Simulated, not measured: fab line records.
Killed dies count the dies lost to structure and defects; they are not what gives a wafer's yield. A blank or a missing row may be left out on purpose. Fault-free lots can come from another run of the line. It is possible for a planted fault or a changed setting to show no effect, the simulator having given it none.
Matching of chambers	flow n5-finfet	cvd-co-01 running N5_BEOL_M4_PRE_CLEAN_60: 3 sister chambers
The step time 15 s. 3 wafers are shown with their chamber, then 12 later ones without.

EACH WAFER AND ITS CHAMBER
wafer	chamber	heater-power-w (W)
L086.4	0	66
L085.2	1	91
L085.4	2	97

WAFERS MISSING THEIR CHAMBER
wafer	heater-power-w (W)
L092.1	65
L092.2	94
L092.4	91
L091.1	92
L091.3	99
L091.6	67
L093.3	98
L093.5	66
L093.6	92
L095.1	65
L095.2	89
L095.4	65

WHICH CHAMBER EACH ONE RAN IN
wafer	from the rows above	in truth
L092.1	0	0
L092.2	can't be placed: 1 or 2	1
L092.4	1	1
L091.1	1	1
L091.3	2	2
L091.6	0	0
L093.3	2	2
L093.5	0	0
L093.6	1	1
L095.1	0	0
L095.2	1	1
L095.4	0	0
Placed correctly: 11 of 12. These rows do not allow placing 1 (true chamber among the candidates in 1). 0 placed wrongly.
How it was worked out, from the rows above alone: a wafer's distance from a chamber is the root of the sum, over the readings, of the square of ((its reading less the chamber's mean) divided by the reading's scatter). The wafer belongs to the nearest chamber; if the next one is less than 2 further off, it can't be placed. A chamber's mean is the mean of its shown wafers. The scatter: root of mean squared gap, hidden wafer to nearest shown wafer, with one shown wafer a chamber.
